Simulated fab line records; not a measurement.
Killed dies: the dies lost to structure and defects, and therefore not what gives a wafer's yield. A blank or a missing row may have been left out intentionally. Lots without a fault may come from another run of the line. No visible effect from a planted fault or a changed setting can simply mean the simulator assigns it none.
A single fault, viewed from 2 desks / flow n5_finfet / numbers are kept per desk, each desk with only its own; the story behind them comes last

## THE DEFECT DESK
What the inspections along the route counted, lot by lot: means of the sampled wafers that have a number. If a lot's mean is further than 4 standard deviations from the usual mean, the lot is out of limits and carries the mark OUT (the distance appears in the brackets).
Columns: A = raw_defect_count at N5_HKMG_FIN_INSPECT_61, usual 2.1
lot=L951; first seen here=day 4 05:20; A=2.7
lot=L952; first seen here=day 4 15:36; A=3.0
lot=L960; first seen here=day 6 11:14; A=1.3
lot=L961; first seen here=day 6 14:58; A=1.0
lot=L963; first seen here=day 7 01:31; A=1.3
lot=L967; first seen here=day 8 02:11; A=5.0
lot=L972; first seen here=day 9 08:46; A=2.7
lot=L973; first seen here=day 9 17:07; A=1.3
lot=L974; first seen here=day 10 01:31; A=1.0
Result from this desk: across the 9 lots, nothing is out of limits.

## THE METROLOGY DESK
Means of the sampled wafers that have a number, per lot and without regard to the tool the lot ran on: this is what the gauges read. If a lot's mean is further than 4 standard deviations from the usual mean, the lot is out of limits and carries the mark OUT (the distance appears in the brackets). Of its 11 readings 7 are shown: those that lie furthest out on some lot.
Columns: A = cd_nm at N5_HKMG_FIN_CD_MEAS_49, usual 201.7 nm; B = DIBL_P at N5_BEOL_M4_RC_MEAS_101, usual 36.6 mV/V; C = IOFF_P at N5_BEOL_M4_RC_MEAS_101, usual 0.210 nA/um; D = ION_N at N5_BEOL_M4_RC_MEAS_101, usual 677 uA/um; E = ION_P at N5_BEOL_M4_RC_MEAS_101, usual 464 uA/um; F = VT_N at N5_BEOL_M4_RC_MEAS_101, usual 249.1 mV; G = VT_P at N5_BEOL_M4_RC_MEAS_101, usual -250 mV
lot=L951; first seen here=day 4 05:17; A=201.7; B=36.2; C=0.189; D=677; E=465; F=250.3; G=-253
lot=L952; first seen here=day 4 15:33; A=201.8; B=35.2; C=0.191; D=669; E=462; F=253.3; G=-252
lot=L960; first seen here=day 6 11:11; A=201.5; B=35.9; C=0.180; D=669; E=460; F=251.5; G=-253
lot=L961; first seen here=day 6 14:55; A=201.9; B=35.4; C=0.189; D=668; E=460; F=250.0; G=-251
lot=L963; first seen here=day 7 01:28; A=200.4; B=37.1; C=0.197; D=676; E=453; F=247.2; G=-254
lot=L967; first seen here=day 8 02:08; A=200.5; B=38.8; C=0.234; D=690; E=471; F=246.6; G=-248
lot=L972; first seen here=day 9 08:43; A=201.8; B=37.2; C=0.195; D=678; E=458; F=249.8; G=-253
lot=L973; first seen here=day 9 17:03; A=201.0; B=34.1; C=0.210; D=665; E=464; F=251.0; G=-249
lot=L974; first seen here=day 10 01:28; A=201.6; B=36.4; C=0.219; D=679; E=467; F=246.5; G=-247
Result from this desk: across the 9 lots, nothing is out of limits.

## PUT TOGETHER
Nothing out of limits was seen by the defect desk.
At the metrology desk, nothing out of limits was observed.

## WHAT THE SIMULATOR HAD INSERTED
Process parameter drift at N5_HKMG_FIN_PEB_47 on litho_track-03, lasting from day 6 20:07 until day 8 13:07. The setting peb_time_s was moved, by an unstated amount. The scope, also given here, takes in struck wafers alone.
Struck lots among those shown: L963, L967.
